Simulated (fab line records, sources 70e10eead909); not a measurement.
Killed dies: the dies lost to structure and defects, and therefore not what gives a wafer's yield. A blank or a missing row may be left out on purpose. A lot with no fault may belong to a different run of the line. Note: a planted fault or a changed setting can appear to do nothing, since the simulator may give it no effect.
Which of the tools did it? || flow nandHarc || Sampling: 14 lots, 42 wafers, 5 of 1159 route steps

== WHAT EACH GAUGE READ, for each wafer ==
NHARC_P_BONDPAD_INSPECT_23. Usual: rawDefectCount reads 362 (standard deviation 140).
{"lot": "L422", "measured": "day 6 12:34", "on": "defectInspect-02", "rawDefectCount": "400 407 393", "flag": ""}
{"lot": "L423", "measured": "day 6 21:46", "on": "defectInspect-02", "rawDefectCount": "365 203 301", "flag": ""}
{"lot": "L424", "measured": "day 6 22:10", "on": "defectInspect-02", "rawDefectCount": "248 604 262", "flag": ""}
{"lot": "L425", "measured": "day 7 13:34", "on": "defectInspect-01", "rawDefectCount": "308 201 248", "flag": ""}
{"lot": "L426", "measured": "day 7 14:13", "on": "defectInspect-01", "rawDefectCount": "218 398 545", "flag": ""}
{"lot": "L427", "measured": "day 7 20:17", "on": "defectInspect-02", "rawDefectCount": "298 213 272", "flag": ""}
{"lot": "L428", "measured": "day 8 03:23", "on": "defectInspect-02", "rawDefectCount": "284 389 431", "flag": ""}
{"lot": "L429", "measured": "day 8 15:48", "on": "defectInspect-02", "rawDefectCount": "512 659 511", "flag": ""}
{"lot": "L432", "measured": "day 9 02:54", "on": "defectInspect-02", "rawDefectCount": "436 248 413", "flag": ""}
{"lot": "L435", "measured": "day 9 16:14", "on": "defectInspect-02", "rawDefectCount": "274 416 279", "flag": ""}
{"lot": "L439", "measured": "day 11 00:50", "on": "defectInspect-02", "rawDefectCount": "253 295 265", "flag": ""}
{"lot": "L440", "measured": "day 11 15:36", "on": "defectInspect-01", "rawDefectCount": "365 687 255", "flag": ""}
{"lot": "L443", "measured": "day 11 17:09", "on": "defectInspect-01", "rawDefectCount": "517 393 472", "flag": ""}
{"lot": "L445", "measured": "day 12 07:10", "on": "defectInspect-01", "rawDefectCount": "556 303 298", "flag": ""}

NHARC_A_ONON_D1_THK_MEAS_02: measures by ellipsometry. Usual: thkNm reads 999 nm (standard deviation 9.7).
{"lot": "L422", "measured": "day 7 14:48", "on": "filmMetro-01", "thkNm (nm)": "997 996 998", "flag": ""}
{"lot": "L423", "measured": "day 7 20:07", "on": "filmMetro-02", "thkNm (nm)": "995 993 994", "flag": ""}
{"lot": "L424", "measured": "day 7 20:08", "on": "filmMetro-02", "thkNm (nm)": "992 991 991", "flag": ""}
{"lot": "L425", "measured": "day 8 13:16", "on": "filmMetro-01", "thkNm (nm)": "1004 1002 1004", "flag": ""}
{"lot": "L426", "measured": "day 8 13:16", "on": "filmMetro-02", "thkNm (nm)": "1002 1002 1002", "flag": ""}
{"lot": "L427", "measured": "day 8 20:41", "on": "filmMetro-01", "thkNm (nm)": "975 976 975", "flag": ""}
{"lot": "L428", "measured": "day 9 09:40", "on": "filmMetro-02", "thkNm (nm)": "985 987 987", "flag": ""}
{"lot": "L429", "measured": "day 9 19:20", "on": "filmMetro-02", "thkNm (nm)": "996 995 995", "flag": ""}
{"lot": "L432", "measured": "day 10 03:14", "on": "filmMetro-02", "thkNm (nm)": "1568 1567 1566", "flag": "OFF"}
{"lot": "L435", "measured": "day 10 16:00", "on": "filmMetro-01", "thkNm (nm)": "1586 1587 1587", "flag": "OFF"}
{"lot": "L439", "measured": "day 12 00:20", "on": "filmMetro-02", "thkNm (nm)": "995 995 994", "flag": ""}
{"lot": "L440", "measured": "day 12 16:38", "on": "filmMetro-01", "thkNm (nm)": "1009 1011 1010", "flag": ""}
{"lot": "L443", "measured": "day 12 16:46", "on": "filmMetro-01", "thkNm (nm)": "1007 1006 1006", "flag": ""}
{"lot": "L445", "measured": "day 13 05:10", "on": "filmMetro-01", "thkNm (nm)": "1003 1005 1002", "flag": ""}

NHARC_END_SORT_01. Usual: killedAtArray 27, standard deviation 12; killedAtOther 0.9, standard deviation 1.1; killedAtPeriphery 3.2, standard deviation 2.4; killedDies 31, standard deviation 12; killedOpen 3.3, standard deviation 1.7; killedShort 2.0, standard deviation 1.6.
{"lot": "L432", "measured": "day 24 19:15", "on": "prober-02", "killedAtArray": "671 674 664", "killedAtOther": "1 1 4", "killedAtPeriphery": "5 2 9", "killedDies": "677 677 677", "killedOpen": "6 1 7", "killedShort": "6 1 3", "flag": "OFF"}
{"lot": "L435", "measured": "day 25 03:07", "on": "prober-01", "killedAtArray": "675 677 676", "killedAtOther": "1 0 1", "killedAtPeriphery": "1 0 0", "killedDies": "677 677 677", "killedOpen": "3 5 3", "killedShort": "2 1 3", "flag": "OFF"}

== TOOL THAT RAN EACH LOT (tool first, then ch and the chambers of the sampled wafers, then the start) ==
{"lot": "L422", "NHARC_P_BONDPAD_PVD_27": "pvdSputter-03, day 6 12:34 or earlier", "NHARC_A_ONON_D1_DEP_00": "pecvdOnon-02 ch 0, day 7 14:17"}
{"lot": "L423", "NHARC_P_BONDPAD_PVD_27": "pvdSputter-03, day 6 21:46 or earlier", "NHARC_A_ONON_D1_DEP_00": "pecvdOnon-01 ch 0, day 7 19:43"}
{"lot": "L424", "NHARC_P_BONDPAD_PVD_27": "pvdSputter-02, day 6 22:10 or earlier", "NHARC_A_ONON_D1_DEP_00": "pecvdOnon-04 ch 0, day 7 19:37"}
{"lot": "L425", "NHARC_P_BONDPAD_PVD_27": "pvdSputter-01, day 7 13:34 or earlier", "NHARC_A_ONON_D1_DEP_00": "pecvdOnon-02 ch 0, day 8 12:52"}
{"lot": "L426", "NHARC_P_BONDPAD_PVD_27": "pvdSputter-03, day 7 14:13 or earlier", "NHARC_A_ONON_D1_DEP_00": "pecvdOnon-01 ch 0, day 8 12:45"}
{"lot": "L427", "NHARC_P_BONDPAD_PVD_27": "pvdSputter-02, day 7 20:17 or earlier", "NHARC_A_ONON_D1_DEP_00": "pecvdOnon-02 ch 0, day 8 20:14"}
{"lot": "L428", "NHARC_P_BONDPAD_PVD_27": "pvdSputter-03, day 8 03:23 or earlier", "NHARC_A_ONON_D1_DEP_00": "pecvdOnon-02 ch 0, day 9 09:10"}
{"lot": "L429", "NHARC_P_BONDPAD_PVD_27": "pvdSputter-01, day 8 15:48 or earlier", "NHARC_A_ONON_D1_DEP_00": "pecvdOnon-04 ch 0, day 9 18:59"}
{"lot": "L432", "NHARC_P_BONDPAD_PVD_27": "pvdSputter-02, day 9 02:54 or earlier", "NHARC_A_ONON_D1_DEP_00": "pecvdOnon-04 ch 0, day 10 02:44"}
{"lot": "L435", "NHARC_P_BONDPAD_PVD_27": "pvdSputter-01, day 9 16:14 or earlier", "NHARC_A_ONON_D1_DEP_00": "pecvdOnon-04 ch 0, day 10 15:29"}
{"lot": "L439", "NHARC_P_BONDPAD_PVD_27": "pvdSputter-03, day 11 00:50 or earlier", "NHARC_A_ONON_D1_DEP_00": "pecvdOnon-01 ch 0, day 11 23:56"}
{"lot": "L440", "NHARC_P_BONDPAD_PVD_27": "pvdSputter-03, day 11 15:36 or earlier", "NHARC_A_ONON_D1_DEP_00": "pecvdOnon-01 ch 0, day 12 16:10"}
{"lot": "L443", "NHARC_P_BONDPAD_PVD_27": "pvdSputter-01, day 11 17:09 or earlier", "NHARC_A_ONON_D1_DEP_00": "pecvdOnon-02 ch 0, day 12 16:16"}
{"lot": "L445", "NHARC_P_BONDPAD_PVD_27": "pvdSputter-01, day 12 07:10 or earlier", "NHARC_A_ONON_D1_DEP_00": "pecvdOnon-01 ch 0, day 13 04:40"}
- NHARC_P_BONDPAD_PVD_27: deposits Cu, target thk 30 nm, time 20.49 s.
- NHARC_A_ONON_D1_DEP_00: target thk 1000 nm.

== WHAT THE TOOLS THEMSELVES READ (means of the sampled wafers that have a number; where no wafer has one, the mark that the record gives instead) ==
NHARC_P_BONDPAD_PVD_27. Usual: throttleValvePct reads 30.2 % (standard deviation 1.1).
{"lot": "L422", "tool": "pvdSputter-03", "throttleValvePct (%)": 30.1, "flag": ""}
{"lot": "L423", "tool": "pvdSputter-03", "throttleValvePct (%)": 30.3, "flag": ""}
{"lot": "L424", "tool": "pvdSputter-02", "throttleValvePct (%)": 28.5, "flag": ""}
{"lot": "L425", "tool": "pvdSputter-01", "throttleValvePct (%)": 31.6, "flag": ""}
{"lot": "L426", "tool": "pvdSputter-03", "throttleValvePct (%)": 29.8, "flag": ""}
{"lot": "L427", "tool": "pvdSputter-02", "throttleValvePct (%)": 29.2, "flag": ""}
{"lot": "L428", "tool": "pvdSputter-03", "throttleValvePct (%)": 30.2, "flag": ""}
{"lot": "L429", "tool": "pvdSputter-01", "throttleValvePct (%)": 31.3, "flag": ""}
{"lot": "L432", "tool": "pvdSputter-02", "throttleValvePct (%)": 30.0, "flag": ""}
{"lot": "L435", "tool": "pvdSputter-01", "throttleValvePct (%)": 30.1, "flag": ""}
{"lot": "L439", "tool": "pvdSputter-03", "throttleValvePct (%)": 30.3, "flag": ""}
{"lot": "L440", "tool": "pvdSputter-03", "throttleValvePct (%)": 30.3, "flag": ""}
{"lot": "L443", "tool": "pvdSputter-01", "throttleValvePct (%)": 29.9, "flag": ""}
{"lot": "L445", "tool": "pvdSputter-01", "throttleValvePct (%)": 30.0, "flag": ""}

== THE ANSWER, worked out from the rows above alone ==
Rule: a lot is off if the mean of its wafers that have a number lies more than 3 standard deviations from the usual mean. Also off: a lot with no number at a reading for which 4 or more lots have one. Any other lot the step has rows for is counted as sound. The gauges are gone through in route order, then the tools' own readings, and for those a lot's mean is taken as printed above. At the first step where some lot is off, the reading lying furthest off is the one used; lots without a number count as furthest.
Off at NHARC_A_ONON_D1_THK_MEAS_02 (thkNm): L432, L435.
If a tool, at a process step before that reading, ran all the lots that are off and no sound lot after the first of them, it fits. Not tried: the gauges at NHARC_A_ONON_D1_THK_MEAS_02; whatever is off there is also off at NHARC_END_SORT_01, on other tools, and gauge error can't account for it. NHARC_P_BONDPAD_PVD_27: start missing for some lots; hours and lot order therefore follow NHARC_P_BONDPAD_INSPECT_23. One fits: pecvdOnon-04 at NHARC_A_ONON_D1_DEP_00. A fault onset in the window from L429 (day 9 18:59, its last sound lot) to L432 (day 10 02:44, its first lot off) fits.

== WHAT THE SIMULATOR HAD PUT IN ==
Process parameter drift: pecvdOnon-04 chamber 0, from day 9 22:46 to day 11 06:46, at NHARC_A_ONON_D1_DEP_00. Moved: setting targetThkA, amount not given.
Struck lots among those shown: L432, L435. The rule above reached the same finding.
